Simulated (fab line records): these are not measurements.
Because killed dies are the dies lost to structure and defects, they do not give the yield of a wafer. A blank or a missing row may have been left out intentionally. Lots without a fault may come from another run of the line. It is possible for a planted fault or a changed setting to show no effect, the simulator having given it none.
Matching of chambers | flow n5_finfet | ald_metal-02 running N5_HKMG_FIN_ALD_36: 4 sister chambers
The step deposits TiN, target thk 1 nm, pulse time 1 s, purge time 3 s. 4 wafers are shown with their chamber, then 11 later ones without.

## EACH WAFER AND ITS CHAMBER
wafer  | chamber | heater_power_w (W)
L082.3 | 0       | 832
L082.5 | 1       | 940
L082.6 | 2       | 991
L087.2 | 3       | 922

## WAFERS MISSING THEIR CHAMBER
wafer  | heater_power_w (W)
L087.5 | 921
L087.6 | 954
L088.1 | 916
L088.2 | 987
L088.4 | 845
L090.2 | 829
L090.4 | 919
L090.6 | 960
L094.2 | 939
L094.3 | 906
L094.5 | 910

## WHICH CHAMBER EACH WENT THROUGH
wafer  | from the rows above          | in truth
L087.5 | can't be placed: 3 or 1      | 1
L087.6 | can't be placed: 1 or 3      | 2
L088.1 | can't be placed: 3 or 1      | 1
L088.2 | 2                            | 2
L088.4 | 0                            | 0
L090.2 | 0                            | 0
L090.4 | can't be placed: 3 or 1      | 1
L090.6 | can't be placed: 1 or 2 or 3 | 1
L094.2 | can't be placed: 1 or 3      | 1
L094.3 | can't be placed: 3 or 1      | 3
L094.5 | can't be placed: 3 or 1      | 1
Correct placement for 3 of the 11. Cannot be placed on the basis of these rows: 8; the candidates contain the true chamber in 7. Wrongly placed: 0.
How it was worked out, from the rows above alone: a wafer's distance from a chamber is the root of the sum, over the readings, of the square of ((its reading less the chamber's mean) divided by the reading's scatter). If the next closest chamber is less than 2 further off than the closest, the wafer can't be placed; otherwise it belongs to the closest. A chamber's mean is the mean of its shown wafers. The scatter: with one shown wafer a chamber, the root of the mean of the squares of how far each hidden wafer lies from its nearest shown one.
